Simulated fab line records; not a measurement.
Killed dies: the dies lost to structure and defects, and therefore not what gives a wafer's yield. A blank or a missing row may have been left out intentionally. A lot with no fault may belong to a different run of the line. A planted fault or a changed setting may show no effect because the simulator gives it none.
What tool caused it? | flow n5Finfet | 72 wafers from 24 lots sampled at 4 of the route's 1938 steps

WHAT THE GAUGES READ, wafer by wafer
N5_BEOL_M9_CD_MEAS_18: pitch 140 nm, target cd 70 nm. Usual: cdNm 70.0 nm, standard deviation 0.65.
lot  | measured     | on       | cdNm (nm)      | flag
L074 | day 9 21:58  | cdSem-01 | 69.2 68.9 69.5 | 
L077 | day 10 14:49 | cdSem-01 | 67.8 69.2 69.6 | 
L075 | day 10 20:01 | cdSem-03 | 69.9 70.6 70.4 | 
L079 | day 11 02:17 | cdSem-02 | 70.5 69.5 71.0 | 
L078 | day 11 02:19 | cdSem-01 | 70.0 70.0 70.1 | 
L076 | day 11 02:43 | cdSem-01 | 69.6 70.8 69.2 | 
L081 | day 12 10:39 | cdSem-02 | 70.8 70.0 69.5 | 
L082 | day 12 10:45 | cdSem-01 | 70.2 70.1 69.9 | 
L083 | day 12 15:11 | cdSem-03 | 68.9 70.0 69.8 | 
L080 | day 12 16:16 | cdSem-01 | 70.5 70.7 69.9 | 
L084 | day 12 18:40 | cdSem-02 | 69.3 70.1 69.9 | 
L085 | day 12 21:16 | cdSem-02 | 70.0 69.4 69.5 | 
L086 | day 13 10:50 | cdSem-03 | 69.4 69.7 69.6 | 
L090 | day 13 22:42 | cdSem-02 | 69.2 70.4 68.7 | 
L087 | day 14 14:19 | cdSem-02 | 70.2 70.4 69.6 | 
L088 | day 14 14:41 | cdSem-01 | 71.2 69.5 70.9 | 
L089 | day 14 20:37 | cdSem-02 | 69.5 68.7 69.7 | 
L091 | day 14 21:21 | cdSem-01 | 70.7 71.2 70.6 | 
L092 | day 15 22:07 | cdSem-01 | 70.6 70.3 70.6 | 
L094 | day 16 12:37 | cdSem-03 | 70.2 70.4 70.5 | 
L097 | day 16 17:10 | cdSem-03 | 70.1 70.0 70.5 | 
L093 | day 16 17:44 | cdSem-01 | 70.4 70.1 69.4 | 
L096 | day 16 23:10 | cdSem-02 | 70.7 71.1 69.6 | 
L095 | day 17 03:13 | cdSem-02 | 70.7 70.1 69.9 | 

N5_BEOL_M9_CD_MEAS_35: target cd 70 nm, target cd y 40 nm. Usual: cdNm 70.0 nm, standard deviation 0.63.
lot  | measured     | on       | cdNm (nm)      | flag
L074 | day 9 23:56  | cdSem-01 | 69.0 69.1 69.2 | 
L077 | day 10 16:05 | cdSem-01 | 68.0 69.5 69.5 | 
L075 | day 10 21:10 | cdSem-01 | 69.9 70.4 70.8 | 
L079 | day 11 08:00 | cdSem-03 | 70.2 69.7 70.5 | 
L078 | day 11 08:10 | cdSem-03 | 70.0 70.4 69.9 | 
L076 | day 11 08:33 | cdSem-03 | 69.6 70.8 69.5 | 
L081 | day 12 12:44 | cdSem-01 | 70.7 69.7 70.0 | 
L082 | day 12 12:23 | cdSem-02 | 70.3 70.5 69.5 | 
L083 | day 12 18:07 | cdSem-03 | 69.2 69.7 69.9 | 
L080 | day 12 18:17 | cdSem-01 | 70.1 70.3 69.8 | 
L084 | day 12 20:16 | cdSem-03 | 69.4 69.4 69.9 | 
L085 | day 13 00:07 | cdSem-01 | 70.6 69.3 69.2 | 
L086 | day 13 16:19 | cdSem-01 | 69.2 69.3 70.1 | 
L090 | day 14 01:07 | cdSem-03 | 69.6 70.2 68.9 | 
L087 | day 14 16:23 | cdSem-03 | 70.2 70.8 69.6 | 
L088 | day 14 16:13 | cdSem-03 | 71.3 69.5 70.7 | 
L089 | day 14 21:47 | cdSem-03 | 69.1 69.2 70.3 | 
L091 | day 14 22:37 | cdSem-02 | 70.7 71.3 71.0 | 
L092 | day 16 00:48 | cdSem-02 | 70.6 70.4 70.4 | 
L094 | day 16 13:39 | cdSem-01 | 69.9 70.8 70.1 | 
L097 | day 16 19:59 | cdSem-03 | 69.9 69.8 70.6 | 
L093 | day 16 19:58 | cdSem-01 | 70.0 70.1 69.7 | 
L096 | day 17 01:38 | cdSem-03 | 70.2 70.6 69.4 | 
L095 | day 17 05:29 | cdSem-03 | 70.8 70.0 70.2 | 

TOOL THAT RAN EACH LOT (tool first, then ch and the chambers of the sampled wafers, then the start)
lot  | N5_BEOL_M9_ETCH_61                | N5_BEOL_M9_STRIP_80
L074 | rieDiel-05 ch 1,2,3, day 9 21:33  | rieDiel-06 ch 1,2,3, day 9 23:56 or earlier
L077 | rieDiel-05 ch 1,2,3, day 10 14:23 | rieDiel-02 ch 1,2, day 10 16:05 or earlier
L075 | rieDiel-05 ch 1,2,3, day 10 19:30 | rieDiel-02 ch 2,3, day 10 21:10 or earlier
L079 | rieDiel-02 ch 0,2,3, day 11 01:46 | rieDiel-02 ch 0,1,2, day 11 08:00 or earlier
L078 | rieDiel-05 ch 0,1,3, day 11 01:47 | rieDiel-06 ch 0,2,3, day 11 08:10 or earlier
L076 | rieDiel-05 ch 0,3, day 11 02:18   | rieDiel-02 ch 1,2, day 11 08:33 or earlier
L081 | rieDiel-05 ch 0,1,3, day 12 10:14 | rieDiel-02 ch 0,1,2, day 12 12:44 or earlier
L082 | rieDiel-06 ch 1,2,3, day 12 10:20 | rieDiel-06 ch 0,1,3, day 12 12:23 or earlier
L083 | rieDiel-05 ch 0,2, day 12 14:32   | rieDiel-02 ch 0,1,2, day 12 18:07 or earlier
L080 | rieDiel-02 ch 0,1,3, day 12 15:26 | rieDiel-05 ch 1,2,3, day 12 18:17 or earlier
L084 | rieDiel-02 ch 0,1, day 12 18:10   | rieDiel-05 ch 0,3, day 12 20:16 or earlier
L085 | rieDiel-05 ch 0,1, day 12 20:47   | rieDiel-06 ch 1,3, day 13 00:07 or earlier
L086 | rieDiel-02 ch 1,2,3, day 13 10:23 | rieDiel-05 ch 1,2,3, day 13 16:19 or earlier
L090 | rieDiel-05 ch 0,1,2, day 13 22:17 | rieDiel-05 ch 0,2,3, day 14 01:07 or earlier
L087 | rieDiel-02 ch 1,2,3, day 14 13:54 | rieDiel-06 ch 0,2,3, day 14 16:23 or earlier
L088 | rieDiel-05 ch 0,1,3, day 14 14:16 | rieDiel-02 ch 1,2,3, day 14 16:13 or earlier
L089 | rieDiel-06 ch 2,3, day 14 20:12   | rieDiel-05 ch 1,2,3, day 14 21:47 or earlier
L091 | rieDiel-05 ch 0,2, day 14 20:53   | rieDiel-06 ch 1,3, day 14 22:37 or earlier
L092 | rieDiel-06 ch 0,1,2, day 15 21:41 | rieDiel-06 ch 0,1, day 16 00:48 or earlier
L094 | rieDiel-05 ch 0, day 16 11:43     | rieDiel-06 ch 0,1, day 16 13:39 or earlier
L097 | rieDiel-05 ch 0, day 16 16:37     | rieDiel-05 ch 0,3, day 16 19:59 or earlier
L093 | rieDiel-05 ch 0,3, day 16 17:12   | rieDiel-06 ch 1,3, day 16 19:58 or earlier
L096 | rieDiel-06 ch 0,1,3, day 16 22:38 | rieDiel-05 ch 0,1,3, day 17 01:38 or earlier
L095 | rieDiel-06 ch 0,1,2, day 17 02:48 | rieDiel-06 ch 1,2, day 17 05:29 or earlier
- N5_BEOL_M9_ETCH_61: etches SiARC in CF4, target depth 39 nm, time 65 s.
- N5_BEOL_M9_STRIP_80: strips in N2/H2, time 10 s.

AS READ BY THE TOOLS THEMSELVES (means over the sampled wafers that have a number; for cases with no such wafer, the mark the record gives instead)
N5_BEOL_M9_ETCH_61. Usual: cf4FlowSccm 100.03 sccm, standard deviation 0.28; drypumpMotorCurrentA 5.9 A, standard deviation 0.5; etchRfOnTimeS 65.1 s, standard deviation 2; mfcArSccm 100.02 sccm, standard deviation 0.3; oesProductAu 0.67 a.u., standard deviation 0.087; rfVppV 183.8 V, standard deviation 1.1; showerheadPlenumPTorr 2.14 Torr, standard deviation 0.063; throttleValvePct 15.59 %, standard deviation 0.27.
lot  | tool       | cf4FlowSccm (sccm) | drypumpMotorCurrentA (A) | etchRfOnTimeS (s) | mfcArSccm (sccm) | oesProductAu (a.u.) | rfVppV (V) | showerheadPlenumPTorr (Torr) | throttleValvePct (%) | flag
L074 | rieDiel-05 | 100.21             | 5.9                      | 65.7              | 100.45           | 0.60                | 182.8      | 2.10                         | 15.81                | 
L077 | rieDiel-05 | 100.19             | 5.9                      | 66.3              | 100.05           | 0.60                | 183.0      | 2.10                         | 15.81                | 
L075 | rieDiel-05 | 99.86              | 5.9                      | 65.6              | 100.07           | 0.60                | 184.0      | 2.10                         | 15.82                | 
L079 | rieDiel-02 | 99.78              | 6.3                      | 65.0              | 100.06           | 0.62                | 183.7      | 2.09                         | 15.79                | 
L078 | rieDiel-05 | 100.04             | 5.6                      | 65.7              | 100.11           | 0.65                | 183.2      | 2.12                         | 15.65                | 
L076 | rieDiel-05 | 100.01             | 5.7                      | 64.9              | 99.71            | 0.72                | 184.9      | 2.17                         | 15.39                | 
L081 | rieDiel-05 | 100.24             | 5.6                      | 65.8              | 99.82            | 0.64                | 183.5      | 2.12                         | 15.67                | 
L082 | rieDiel-06 | 99.92              | 6.0                      | 64.5              | 99.82            | 0.61                | 183.5      | 2.10                         | 15.73                | 
L083 | rieDiel-05 | 100.08             | 6.5                      | 64.5              | 100.15           | 0.79                | 183.7      | 2.14                         | 15.24                | 
L080 | rieDiel-02 | 100.29             | 6.2                      | 66.4              | 100.25           | 0.61                | 183.1      | 2.12                         | 15.76                | 
L084 | rieDiel-02 | 99.93              | 6.0                      | 67.1              | 99.80            | 0.59                | 184.5      | 2.17                         | 15.74                | 
L085 | rieDiel-05 | 100.39             | 5.9                      | 66.5              | 100.37           | 0.68                | 184.2      | 2.13                         | 15.48                | 
L086 | rieDiel-02 | 99.89              | 6.0                      | 65.3              | 99.99            | 0.60                | 184.2      | 2.12                         | 15.78                | 
L090 | rieDiel-05 | 99.97              | 6.1                      | 66.1              | 100.12           | 0.69                | 184.9      | 2.11                         | 15.50                | 
L087 | rieDiel-02 | 100.03             | 6.0                      | 64.2              | 100.14           | 0.70                | 183.8      | 2.11                         | 15.62                | 
L088 | rieDiel-05 | 99.99              | 5.6                      | 65.9              | 100.15           | 0.63                | 183.1      | 2.11                         | 15.70                | 
L089 | rieDiel-06 | 100.49             | 6.3                      | 63.0              | 99.96            | 0.76                | 185.8      | 2.26                         | 15.65                | 
L091 | rieDiel-05 | 99.99              | 6.5                      | 64.5              | 99.76            | 0.75                | 184.0      | 2.13                         | 15.27                | 
L092 | rieDiel-06 | 100.13             | 6.3                      | 64.6              | 99.93            | 0.71                | 183.9      | 2.17                         | 15.48                | 
L094 | rieDiel-05 | 100.00             | 5.9                      | 63.7              | 99.77            | 0.72                | 184.0      | 2.17                         | 15.28                | 
L097 | rieDiel-05 | 99.89              | 5.9                      | 64.6              | 99.97            | 0.70                | 184.3      | 2.17                         | 15.29                | 
L093 | rieDiel-05 | 100.45             | 5.5                      | 63.2              | 100.05           | 0.79                | 183.0      | 2.14                         | 15.36                | 
L096 | rieDiel-06 | 100.06             | 5.9                      | 64.7              | 100.02           | 0.63                | 183.0      | 2.14                         | 15.61                | 
L095 | rieDiel-06 | 100.04             | 6.3                      | 65.2              | 100.40           | 0.70                | 184.3      | 2.17                         | 15.49                | 

N5_BEOL_M9_STRIP_80. Usual: value, then standard deviation, for each; drypumpMotorCurrentA 6.0 A / 0.49; h2FlowSccm 200.0 sccm / 0.55; oesProductAu 0.77 a.u. / 0.094; rfVppV 59.1 V / 0.87; showerheadPlenumPTorr 2.52 Torr / 0.076; tempC 40.01 C / 0.12; throttleValvePct 23.68 % / 0.27.
lot  | tool       | drypumpMotorCurrentA (A) | h2FlowSccm (sccm) | oesProductAu (a.u.) | rfVppV (V) | showerheadPlenumPTorr (Torr) | tempC (C) | throttleValvePct (%) | flag
L074 | rieDiel-06 | 6.0                      | 199.9             | 0.73                | 58.7       | 2.49                         | 40.03     | 23.68                | 
L077 | rieDiel-02 | 5.8                      | 199.8             | 0.69                | 59.6       | 2.55                         | 39.95     | 23.62                | 
L075 | rieDiel-02 | 6.1                      | 199.4             | 0.71                | 59.4       | 2.49                         | 40.11     | 23.76                | 
L079 | rieDiel-02 | 6.1                      | 199.7             | 0.70                | 60.0       | 2.56                         | 39.89     | 23.77                | 
L078 | rieDiel-06 | 6.3                      | 199.9             | 0.76                | 59.5       | 2.53                         | 40.06     | 23.73                | 
L076 | rieDiel-02 | 5.8                      | 199.9             | 0.69                | 58.2       | 2.55                         | 40.01     | 23.63                | 
L081 | rieDiel-02 | 6.0                      | 200.3             | 0.70                | 59.5       | 2.55                         | 40.00     | 23.78                | 
L082 | rieDiel-06 | 6.0                      | 199.6             | 0.78                | 59.1       | 2.54                         | 39.99     | 23.63                | 
L083 | rieDiel-02 | 6.0                      | 199.9             | 0.70                | 59.5       | 2.55                         | 39.98     | 23.77                | 
L080 | rieDiel-05 | 5.9                      | 200.2             | 0.78                | 59.0       | 2.47                         | 39.99     | 23.68                | 
L084 | rieDiel-05 | 5.5                      | 200.0             | 0.76                | 58.3       | 2.53                         | 39.91     | 23.57                | 
L085 | rieDiel-06 | 5.7                      | 199.9             | 0.73                | 58.3       | 2.50                         | 39.83     | 23.60                | 
L086 | rieDiel-05 | 5.9                      | 199.8             | 0.77                | 59.3       | 2.47                         | 40.00     | 23.69                | 
L090 | rieDiel-05 | 6.0                      | 199.8             | 0.83                | 59.8       | 2.53                         | 40.07     | 23.39                | 
L087 | rieDiel-06 | 6.2                      | 200.0             | 0.85                | 58.7       | 2.63                         | 39.91     | 23.69                | 
L088 | rieDiel-02 | 6.0                      | 200.1             | 0.81                | 58.6       | 2.51                         | 39.86     | 23.78                | 
L089 | rieDiel-05 | 5.9                      | 200.0             | 0.76                | 58.9       | 2.47                         | 40.07     | 23.69                | 
L091 | rieDiel-06 | 5.7                      | 200.2             | 0.71                | 59.5       | 2.55                         | 40.15     | 23.73                | 
L092 | rieDiel-06 | 6.0                      | 200.5             | 0.77                | 58.4       | 2.48                         | 40.11     | 23.55                | 
L094 | rieDiel-06 | 6.2                      | 200.5             | 0.80                | 59.7       | 2.52                         | 39.97     | 23.61                | 
L097 | rieDiel-05 | 5.7                      | 200.3             | 0.88                | 59.0       | 2.54                         | 40.02     | 23.36                | 
L093 | rieDiel-06 | 5.7                      | 200.3             | 0.70                | 58.8       | 2.55                         | 40.07     | 23.75                | 
L096 | rieDiel-05 | 5.6                      | 199.8             | 0.82                | 58.5       | 2.49                         | 40.09     | 23.64                | 
L095 | rieDiel-06 | 6.4                      | 199.6             | 0.87                | 60.1       | 2.62                         | 40.10     | 23.57                | 

THE ANSWER, worked out from the rows above alone
Rule: lot off if the mean of its wafers having a number is beyond 3 standard deviations from the usual mean. A lot without any number at a reading at which 4 lots or more have one is off too. The other lots that the step has rows for count as sound. First the gauges in route order, then the tools' own readings, where a lot's mean is used as printed above. The first step at which some lot is off is used, and at that step the reading that is off furthest; a lot without a number counts as furthest.
No lot is off on any of the readings shown, so nothing can be concluded from this.

WHAT THE SIMULATOR HAD INSERTED
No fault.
